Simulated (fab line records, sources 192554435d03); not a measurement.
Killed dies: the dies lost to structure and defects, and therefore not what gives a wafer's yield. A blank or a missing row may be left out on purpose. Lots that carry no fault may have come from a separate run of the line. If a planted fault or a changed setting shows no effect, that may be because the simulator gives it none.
fab line records | flow n5Finfet | part 1 of 2: steps 1 to 28 of 40
record: lots: 5 wafers: 15 lastDay: 20
route steps=1938 shown WELL_APT@21 PMOS_HMC_CHANNEL_EPI@57
lots untouched by any fault: they come from a run of this same line in which no faults occurred
startH: hours from the record's opening day to when the first of the lot's shown wafers began | waitH: time in hours since the lot's previous step | " same as the row above | L1.1+2: several wafers, shown together as one row | - value missing, or start not given | * or withheld: withheld | < > ~ a bound
route shown NAME@n: names a module that has steps shown in the file, with the first one's number in the route | usual: mean/standard deviation taken from wafers without a fault | same: alike in all rows | chamber/n: place in a boat | sites: each site's reading | _std_site: the standard deviation of these | _edge_site: mean of outer sites minus mean of inner sites | radiusMm: how far each site lies from the wafer's centre | mask NAME#n: copy n | behind: the tool/chamber that last shaped the wafer | hold: what put the lot on hold/how long, in hours/how the hold closed | device: names the non-switching transistor (n, p or np) | end of line: tests run on the same wafers once the route is complete | a step without rows: its recipe alone | killed: not the wafer's yield, but the dies lost to structure and defects at the first sort | map: dies across one wafer; x = killed, . = not, _ = none there
set.NAME: setting as actually run; set.NAME@STEP: the setting as run at that earlier step | model.NAME: the simulator's own value behind a step, which no gauge read
a table for each step, a row for each wafer; lots at some steps of the route
services: a tool's chamber out of use, with start hour (startH, from the record's first day; less than 0 if before it), hours out, and reason
== steps ==
step: N5_WELL_APT_COAT_02
recipe: spinRpm: 1357 resistThkNm: 950
columns lot.wafer tool chamber startH waitH
L074.2+3+5 lithoTrack-01 0 - -
L075.1+5+6 lithoTrack-04 0 - -
L077.1+4+6 lithoTrack-03 0 - -
L079.1+2+3 lithoTrack-01 0 - -
L088.1+3+4 lithoTrack-04 0 - -
step: N5_WELL_APT_EBR_04
recipe: solvent: PGMEA ebrWidthMm: 1.5
same: ebrWidthMm: 1.5
columns lot.wafer tool chamber startH waitH
L074.2+3+5 lithoTrack-01 0 - -
L075.1+5+6 lithoTrack-04 0 - -
L077.1+4+6 lithoTrack-03 0 - -
L079.1+2+3 lithoTrack-01 0 - -
L088.1+3+4 lithoTrack-04 0 - -
step: N5_WELL_APT_SOFTBAKE_03
recipe: tempC: 130 timeS: 60
usual: plateTempC: 130.00/0.14
columns lot.wafer tool chamber startH waitH plateTempC
L074.2 lithoTrack-01 0 - - 129.93
L074.3 " 0 " " 129.94
L074.5 " 0 " " 130.24
L075.1 lithoTrack-04 0 - - 130.11
L075.5 " 0 " " 129.89
L075.6 " 0 " " 130.05
L077.1 lithoTrack-03 0 - - 130.04
L077.4 " 0 " " 129.90
L077.6 " 0 " " 130.09
L079.1 lithoTrack-01 0 - - 129.80
L079.2 " 0 " " 129.90
L079.3 " 0 " " 130.05
L088.1 lithoTrack-04 0 - - 129.75
L088.3 " 0 " " 129.83
L088.4 " 0 " " 129.89
step: N5_WELL_APT_EXPOSE_05
recipe: maskId: NWELL na: 0.8 sourceShape: conventional sigmaOuter: 0.8 polarization: unpolarized defocusNm: 0 targetCdNm: 200 doseMj: 20.3
same: na: 0.8
columns lot.wafer tool chamber startH waitH mask
L074.2+3+5 krfScanner-01 0 13.41 - NWELL#0
L075.1+5+6 krfScanner-02 0 19.55 - NWELL#0
L077.1+4+6 krfScanner-02 0 31.93 - NWELL#0
L079.1+2+3 krfScanner-01 0 43.82 - NWELL#0
L088.1+3+4 krfScanner-02 0 97.51 - NWELL#0
step: N5_WELL_APT_PEB_06
recipe: pebTempC: 130 pebTimeS: 90
usual: plateTempC: 130.03/0.15
columns lot.wafer tool chamber startH waitH plateTempC
L074.2 lithoTrack-01 0 13.46 0.0 130.06
L074.3 " 0 " " 130.15
L074.5 " 0 " " 130.18
L075.1 lithoTrack-04 0 19.61 0.1 130.21
L075.5 " 0 " " 129.84
L075.6 " 0 " " 130.16
L077.1 lithoTrack-04 0 31.99 0.1 130.12
L077.4 " 0 " " 130.12
L077.6 " 0 " " 129.85
L079.1 lithoTrack-03 0 43.88 0.1 129.96
L079.2 " 0 " " 129.87
L079.3 " 0 " " 129.65
L088.1 lithoTrack-03 0 97.57 0.1 130.11
L088.3 " 0 " " 129.87
L088.4 " 0 " " 129.99
step: N5_WELL_APT_DEVELOP_07
recipe: developTimeS: 45 rinseLiquid: surfactantRinse dry: airSpin devTempC: 21
columns lot.wafer tool chamber startH waitH
L074.2+3+5 lithoTrack-01 0 - -
L075.1+5+6 lithoTrack-04 0 - -
L077.1+4+6 lithoTrack-04 0 - -
L079.1+2+3 lithoTrack-03 0 - -
L088.1+3+4 lithoTrack-03 0 - -
step: N5_WELL_APT_HARDBAKE_12
recipe: tempC: 130 timeS: 120
usual: plateTempC: 130.01/0.13
columns lot.wafer tool chamber startH waitH plateTempC
L074.2 lithoTrack-01 0 - - 130.22
L074.3 " 0 " " 130.15
L074.5 " 0 " " 130.06
L075.1 lithoTrack-04 0 - - 130.05
L075.5 " 0 " " 129.91
L075.6 " 0 " " 130.07
L077.1 lithoTrack-04 0 - - 130.07
L077.4 " 0 " " 130.02
L077.6 " 0 " " 129.96
L079.1 lithoTrack-03 0 - - 129.87
L079.2 " 0 " " 130.01
L079.3 " 0 " " 130.02
L088.1 lithoTrack-03 0 - - 130.03
L088.3 " 0 " " 129.82
L088.4 " 0 " " 129.87
step: N5_WELL_APT_CD_MEAS_08
recipe: targetCdNm: 200 landingEnergyEv: 500 detector: seInlens
usual: cdNm: 199.6/2.3
columns lot.wafer tool chamber startH waitH cdNm
L074.2 cdSem-02 0 13.57 - 199.6
L074.3 " 0 " " 201.4
L074.5 " 0 " " 200.2
L075.1 cdSem-02 0 19.72 - 196.4
L075.5 " 0 " " 197.5
L075.6 " 0 " " 195.3
L077.1 cdSem-01 0 32.10 - 197.4
L077.4 " 0 " " 196.8
L077.6 " 0 " " 199.3
L079.1 cdSem-02 0 43.99 - 202.2
L079.2 " 0 " " 202.5
L079.3 " 0 " " 205.1
L088.1 cdSem-02 0 97.69 - 200.4
L088.3 " 0 " " 203.6
L088.4 " 0 " " 199.8
step: N5_WELL_APT_OVL_MEAS_09
recipe: pointsPerWafer: 44
usual: NWELL_OVL: 4/4.4
columns lot.wafer tool chamber startH waitH NWELL_OVL[nm]
L074.2 overlay-01 0 13.60 0.0 6
L074.3 " 0 " " -3
L074.5 " 0 " " -1
L075.1 overlay-01 0 19.75 0.0 6
L075.5 " 0 " " 9
L075.6 " 0 " " 11
L077.1 overlay-01 0 32.13 0.0 -3
L077.4 " 0 " " 3
L077.6 " 0 " " 3
L079.1 overlay-01 0 44.02 0.0 9
L079.2 " 0 " " -2
L079.3 " 0 " " -5
L088.1 overlay-01 0 97.72 0.0 0
L088.3 " 0 " " 3
L088.4 " 0 " " 7
step: N5_WELL_APT_INSPECT_10
recipe: mode: adi inspectInstrument: macro
usual: rawDefectCount: 2.0/1.6
columns lot.wafer tool chamber startH waitH rawDefectCount
L074.2 defectInspect-02 - 13.63 0.0 2
L074.3 " - " " 1
L074.5 " - " " 1
L075.1 defectInspect-02 - 19.78 0.0 0
L075.5 " - " " 1
L075.6 " - " " 1
L077.1 defectInspect-01 - 32.15 0.0 2
L077.4 " - " " 2
L077.6 " - " " 3
L079.1 defectInspect-01 - 44.05 0.0 2
L079.2 " - " " 2
L079.3 " - " " 2
L088.1 defectInspect-02 - 97.74 0.0 1
L088.3 " - " " 1
L088.4 " - " " 1
step: N5_WELL_APT_DESCUM_13
recipe: chemistry: O2 timeS: 7.9 sourcePowerW: 50 biasPowerW: 20 pressureMtorr: 20 rfFrequencyHz: 2.712e+07 tempC: 40 o2FlowSccm: 225
usual: drypumpMotorCurrentA: 5.65/0.23 oesProductAu: 0.76/0.067 rfFwdPowerW: 49.71/0.15 rfVppV: 243.2/1.2 showerheadPlenumPTorr: 2.11/0.064 throttleValvePct: 20.53/0.25
columns lot.wafer tool chamber startH waitH drypumpMotorCurrentA oesProductAu rfFwdPowerW rfHoursCounterH rfVppV showerheadPlenumPTorr throttleValvePct
L074.2 rieDiel-04 1 13.66 0.0 5.91 0.71 49.59 219 242.5 2.07 20.66
L074.3 " 0 " " 5.83 0.71 49.90 226 242.4 2.08 20.92
L074.5 " 0 " " 5.85 0.71 49.87 - 243.3 2.08 20.93
L075.1 rieDiel-03 3 19.81 0.0 5.66 0.84 49.66 90 242.0 1.99 20.02
L075.5 " 3 " " 5.68 0.83 49.79 - 242.2 1.99 20.02
L075.6 " 2 " " 5.97 0.79 49.65 - 245.5 2.18 20.35
L077.1 rieDiel-04 1 32.19 0.0 5.90 0.70 49.70 222 243.1 2.07 20.67
L077.4 " 2 " " 5.44 0.71 49.59 195 244.1 2.17 20.42
L077.6 " 0 " " 5.86 0.71 49.80 - 244.2 2.08 20.94
L079.1 rieDiel-04 3 44.09 0.0 5.24 0.77 49.84 129 244.5 2.20 20.80
L079.2 " 1 " " 5.86 0.69 49.50 225 242.6 2.07 20.68
L079.3 " 2 " " 5.42 0.70 49.96 199 244.5 2.17 20.43
L088.1 rieDiel-03 0 97.78 0.0 5.51 0.72 49.53 174 243.5 2.09 20.54
L088.3 " 2 " " 5.95 0.76 49.58 145 243.8 2.17 20.36
L088.4 " 1 " " 5.81 0.81 49.56 - 241.5 2.03 20.65
step: N5_WELL_APT_IMPLANT_14
recipe: species: P energyKev: 160 doseCm2: 1.5e+13 tiltDeg: 0 rotationDeg: 0
usual: endStationPressureTorr: 5.12e-06/2.6e-07
columns lot.wafer tool chamber startH waitH endStationPressureTorr
L074.2 implanter-02 0 13.79 0.1 5.15e-06
L074.3 " 0 " " 5.26e-06
L074.5 " 0 " " 5.09e-06
L075.1 implanter-02 0 19.91 0.1 5.55e-06
L075.5 " 0 " " 5.13e-06
L075.6 " 0 " " 5.15e-06
L077.1 implanter-02 0 32.29 0.1 5.26e-06
L077.4 " 0 " " 5.66e-06
L077.6 " 0 " " 5.51e-06
L079.1 implanter-01 0 44.19 0.1 5.86e-06
L079.2 " 0 " " 5.17e-06
L079.3 " 0 " " 5.32e-06
L088.1 implanter-01 0 97.87 0.1 4.73e-06
L088.3 " 0 " " 4.78e-06
L088.4 " 0 " " 5.36e-06
step: N5_WELL_APT_IMPLANT_15
recipe: species: As energyKev: 25 doseCm2: 1.5e+13 tiltDeg: 0 rotationDeg: 0
usual: endStationPressureTorr: 5.15e-06/2.7e-07
columns lot.wafer tool chamber startH waitH endStationPressureTorr
L074.2 implanter-02 0 13.97 0.1 5.16e-06
L074.3 " 0 " " 5.24e-06
L074.5 " 0 " " 4.67e-06
L075.1 implanter-02 0 20.09 0.1 5.17e-06
L075.5 " 0 " " 5.47e-06
L075.6 " 0 " " 5.13e-06
L077.1 implanter-02 0 32.47 0.1 4.8e-06
L077.4 " 0 " " 5.48e-06
L077.6 " 0 " " 4.56e-06
L079.1 implanter-01 0 44.37 0.1 5.13e-06
L079.2 " 0 " " 5.53e-06
L079.3 " 0 " " 5.21e-06
L088.1 implanter-01 0 98.05 0.1 4.84e-06
L088.3 " 0 " " 5.03e-06
L088.4 " 0 " " 5.48e-06
step: N5_WELL_APT_STRIP_16
recipe: chemistry: SPM timeS: 900 tempC: 130 h2so4H2o2VolRatio: 4 dry: ipaMarangoni
columns lot.wafer tool chamber startH waitH
L074.2+3+5 wetBench-03 1,2,4 14.16 0.2
L075.1+5+6 wetBench-01 3,0,4 20.30 0.2
L077.1+4+6 wetBench-03 3,5,4 32.67 0.2
L079.1+2+3 wetBench-01 4,0,1 44.57 0.2
L088.1+3+4 wetBench-02 6,7,3 98.26 0.2
step: N5_WELL_APT_HMDS_18
recipe: timeS: 60 tempC: 120
usual: plateTempC: 120.01/0.14
columns lot.wafer tool chamber startH waitH plateTempC
L074.2 lithoTrack-03 0 14.44 0.0 120.08
L074.3 " 0 " " 119.89
L074.5 " 0 " " 120.00
L075.1 lithoTrack-04 0 20.57 0.0 120.08
L075.5 " 0 " " 119.81
L075.6 " 0 " " 120.31
L077.1 lithoTrack-01 0 32.97 0.0 119.95
L077.4 " 0 " " 119.83
L077.6 " 0 " " 120.09
L079.1 lithoTrack-03 0 44.85 0.0 120.12
L079.2 " 0 " " 119.88
L079.3 " 0 " " 119.91
L088.1 lithoTrack-01 0 98.54 0.0 120.08
L088.3 " 0 " " 120.12
L088.4 " 0 " " 120.19
step: N5_WELL_APT_COAT_19
recipe: spinRpm: 1357 resistThkNm: 950
columns lot.wafer tool chamber startH waitH
L074.2+3+5 lithoTrack-03 0 - -
L075.1+5+6 lithoTrack-04 0 - -
L077.1+4+6 lithoTrack-01 0 - -
L079.1+2+3 lithoTrack-03 0 - -
L088.1+3+4 lithoTrack-01 0 - -
step: N5_WELL_APT_EBR_21
recipe: solvent: PGMEA ebrWidthMm: 1.5
same: ebrWidthMm: 1.5
columns lot.wafer tool chamber startH waitH
L074.2+3+5 lithoTrack-03 0 - -
L075.1+5+6 lithoTrack-04 0 - -
L077.1+4+6 lithoTrack-01 0 - -
L079.1+2+3 lithoTrack-03 0 - -
L088.1+3+4 lithoTrack-01 0 - -
step: N5_WELL_APT_SOFTBAKE_20
recipe: tempC: 130 timeS: 60
usual: plateTempC: 129.98/0.15
columns lot.wafer tool chamber startH waitH plateTempC
L074.2 lithoTrack-03 0 - - 129.93
L074.3 " 0 " " 130.10
L074.5 " 0 " " 130.14
L075.1 lithoTrack-04 0 - - 130.04
L075.5 " 0 " " 129.92
L075.6 " 0 " " 130.20
L077.1 lithoTrack-01 0 - - 130.13
L077.4 " 0 " " 129.90
L077.6 " 0 " " 130.07
L079.1 lithoTrack-03 0 - - 129.92
L079.2 " 0 " " 130.00
L079.3 " 0 " " 129.95
L088.1 lithoTrack-01 0 - - 129.77
L088.3 " 0 " " 129.94
L088.4 " 0 " " 129.83
step: N5_WELL_APT_EXPOSE_22
recipe: maskId: PWELL na: 0.8 sourceShape: conventional sigmaOuter: 0.8 polarization: unpolarized defocusNm: 0 targetCdNm: 200 doseMj: 23.2
same: na: 0.8
columns lot.wafer tool chamber startH waitH mask
L074.2+3+5 krfScanner-02 0 14.54 - PWELL#0
L075.1+5+6 krfScanner-01 0 20.79 - PWELL#0
L077.1+4+6 krfScanner-02 0 33.07 - PWELL#0
L079.1+2+3 krfScanner-02 0 45.07 - PWELL#0
L088.1+3+4 krfScanner-01 0 98.76 - PWELL#0
step: N5_WELL_APT_PEB_23
recipe: pebTempC: 130 pebTimeS: 90
usual: plateTempC: 130.03/0.13
columns lot.wafer tool chamber startH waitH plateTempC
L074.2 lithoTrack-03 0 14.59 0.0 129.73
L074.3 " 0 " " 130.08
L074.5 " 0 " " 129.98
L075.1 lithoTrack-03 0 20.85 0.1 130.20
L075.5 " 0 " " 130.06
L075.6 " 0 " " 129.98
L077.1 lithoTrack-04 0 33.13 0.1 129.83
L077.4 " 0 " " 129.87
L077.6 " 0 " " 130.05
L079.1 lithoTrack-01 0 45.13 0.1 130.09
L079.2 " 0 " " 130.14
L079.3 " 0 " " 129.83
L088.1 lithoTrack-01 0 98.82 0.1 130.14
L088.3 " 0 " " 130.25
L088.4 " 0 " " 129.97
step: N5_WELL_APT_DEVELOP_24
recipe: developTimeS: 45 rinseLiquid: surfactantRinse dry: airSpin devTempC: 21
columns lot.wafer tool chamber startH waitH
L074.2+3+5 lithoTrack-03 0 - -
L075.1+5+6 lithoTrack-03 0 - -
L077.1+4+6 lithoTrack-04 0 - -
L079.1+2+3 lithoTrack-01 0 - -
L088.1+3+4 lithoTrack-01 0 - -
step: N5_WELL_APT_HARDBAKE_29
recipe: tempC: 130 timeS: 120
usual: plateTempC: 130.00/0.15
columns lot.wafer tool chamber startH waitH plateTempC
L074.2 lithoTrack-03 0 - - 129.96
L074.3 " 0 " " 129.90
L074.5 " 0 " " 129.92
L075.1 lithoTrack-03 0 - - 129.81
L075.5 " 0 " " 130.00
L075.6 " 0 " " 130.03
L077.1 lithoTrack-04 0 - - 130.12
L077.4 " 0 " " 130.04
L077.6 " 0 " " 130.05
L079.1 lithoTrack-01 0 - - 130.29
L079.2 " 0 " " 130.03
L079.3 " 0 " " 130.06
L088.1 lithoTrack-01 0 - - 129.98
L088.3 " 0 " " 130.04
L088.4 " 0 " " 129.91
step: N5_WELL_APT_CD_MEAS_25
recipe: targetCdNm: 200 landingEnergyEv: 500 detector: seInlens
usual: cdNm: 201.4/2.9
columns lot.wafer tool chamber startH waitH cdNm
L074.2 cdSem-02 0 14.71 - 203.3
L074.3 " 0 " " 199.3
L074.5 " 0 " " 201.4
L075.1 cdSem-01 0 20.97 - 197.9
L075.5 " 0 " " 199.9
L075.6 " 0 " " 202.8
L077.1 cdSem-03 0 33.24 - 203.2
L077.4 " 0 " " 204.9
L077.6 " 0 " " 200.6
L079.1 cdSem-02 0 45.25 - 204.5
L079.2 " 0 " " 200.2
L079.3 " 0 " " 198.4
L088.1 cdSem-01 0 98.93 - 203.3
L088.3 " 0 " " 196.4
L088.4 " 0 " " 199.2
step: N5_WELL_APT_OVL_MEAS_26
recipe: pointsPerWafer: 44
usual: PWELL_OVL: 3/6.5
columns lot.wafer tool chamber startH waitH PWELL_OVL[nm]
L074.2 overlay-01 0 14.74 0.0 18
L074.3 " 0 " " 6
L074.5 " 0 " " 4
L075.1 overlay-01 0 21.00 0.0 -1
L075.5 " 0 " " 6
L075.6 " 0 " " -2
L077.1 overlay-01 0 33.27 0.0 0
L077.4 " 0 " " -3
L077.6 " 0 " " 3
L079.1 overlay-02 0 45.28 0.0 4
L079.2 " 0 " " -7
L079.3 " 0 " " -3
L088.1 overlay-02 0 98.96 0.0 0
L088.3 " 0 " " 7
L088.4 " 0 " " 4
step: N5_WELL_APT_INSPECT_27
recipe: mode: adi inspectInstrument: macro
usual: rawDefectCount: 2.2/1.4
columns lot.wafer tool chamber startH waitH rawDefectCount
L074.2 defectInspect-02 - 14.76 0.0 1
L074.3 " - " " 1
L074.5 " - " " 1
L075.1 defectInspect-01 - 21.02 0.0 2
L075.5 " - " " 5
L075.6 " - " " 1
L077.1 defectInspect-01 - 33.30 0.0 4
L077.4 " - " " 3
L077.6 " - " " 5
L079.1 defectInspect-02 - 45.30 0.0 4
L079.2 " - " " 3
L079.3 " - " " 2
L088.1 defectInspect-01 - 98.99 0.0 2
L088.3 " - " " 4
L088.4 " - " " 2
step: N5_WELL_APT_DESCUM_30
recipe: chemistry: O2 timeS: 7.9 sourcePowerW: 50 biasPowerW: 20 pressureMtorr: 20 rfFrequencyHz: 2.712e+07 tempC: 40 o2FlowSccm: 225
usual: drypumpMotorCurrentA: 5.67/0.21 oesProductAu: 0.78/0.078 rfFwdPowerW: 49.71/0.16 rfVppV: 243.5/1.4 showerheadPlenumPTorr: 2.10/0.066 throttleValvePct: 20.47/0.26
columns lot.wafer tool chamber startH waitH drypumpMotorCurrentA oesProductAu rfFwdPowerW rfHoursCounterH rfVppV showerheadPlenumPTorr throttleValvePct
L074.2 rieDiel-01 0 14.80 0.0 5.74 0.90 49.75 45 243.5 2.03 20.21
L074.3 " 2 " " 5.62 0.79 49.56 108 244.7 2.10 20.71
L074.5 " 3 " " 5.87 0.70 49.87 - 242.6 2.05 20.16
L075.1 rieDiel-03 3 21.05 0.0 5.66 0.83 49.64 90 242.3 1.99 20.03
L075.5 " 2 " " 5.98 0.78 49.71 - 245.4 2.18 20.33
L075.6 " 3 " " 5.65 0.83 49.94 - 242.0 1.99 20.03
L077.1 rieDiel-03 0 33.33 0.0 5.54 0.74 49.55 161 242.8 2.10 20.51
L077.4 " 1 " " 5.77 0.84 49.51 63 241.7 2.04 20.62
L077.6 " 0 " " 5.55 0.74 49.71 - 243.1 2.10 20.53
L079.1 rieDiel-01 3 45.35 0.1 5.86 0.70 49.57 204 242.6 2.05 20.17
L079.2 " 2 " " 5.62 0.78 49.82 116 242.9 2.10 20.73
L079.3 " 0 " " 5.71 0.88 49.59 53 242.6 2.03 20.23
L088.1 rieDiel-03 1 99.02 0.0 5.77 0.81 49.67 83 241.0 2.03 20.64
L088.3 " 0 " " 5.52 0.73 49.53 175 243.7 2.09 20.52
L088.4 " 2 " " 5.94 0.76 49.55 - 245.9 2.17 20.36
step: N5_WELL_APT_IMPLANT_31
recipe: species: B energyKev: 60 doseCm2: 1.5e+13 tiltDeg: 0 rotationDeg: 0
usual: endStationPressureTorr: 5.1e-06/2.7e-07
columns lot.wafer tool chamber startH waitH endStationPressureTorr
L074.2 implanter-01 0 14.92 0.1 4.83e-06
L074.3 " 0 " " 5.22e-06
L074.5 " 0 " " 5.55e-06
L075.1 implanter-01 0 21.15 0.1 4.63e-06
L075.5 " 0 " " 5.05e-06
L075.6 " 0 " " 4.97e-06
L077.1 implanter-01 0 33.43 0.1 4.84e-06
L077.4 " 0 " " 4.77e-06
L077.6 " 0 " " 5.58e-06
L079.1 implanter-02 0 45.45 0.1 4.78e-06
L079.2 " 0 " " 5.06e-06
L079.3 " 0 " " 5.28e-06
L088.1 implanter-01 0 99.12 0.1 5.52e-06
L088.3 " 0 " " 5.18e-06
L088.4 " 0 " " 5.14e-06
step: N5_WELL_APT_IMPLANT_32
recipe: species: BF2 energyKev: 50 doseCm2: 2e+13 tiltDeg: 0 rotationDeg: 0
usual: endStationPressureTorr: 5.21e-06/2.9e-07
columns lot.wafer tool chamber startH waitH endStationPressureTorr
L074.2 implanter-01 0 15.10 0.1 5.12e-06
L074.3 " 0 " " 4.9e-06
L074.5 " 0 " " 5.08e-06
L075.1 implanter-01 0 21.33 0.1 5.55e-06
L075.5 " 0 " " 5.32e-06
L075.6 " 0 " " 5.48e-06
L077.1 implanter-01 0 33.61 0.1 5.54e-06
L077.4 " 0 " " 5.19e-06
L077.6 " 0 " " 5.29e-06
L079.1 implanter-02 0 45.63 0.1 5.44e-06
L079.2 " 0 " " 4.45e-06
L079.3 " 0 " " 4.95e-06
L088.1 implanter-01 0 99.30 0.1 5.41e-06
L088.3 " 0 " " 5.16e-06
L088.4 " 0 " " 5.6e-06
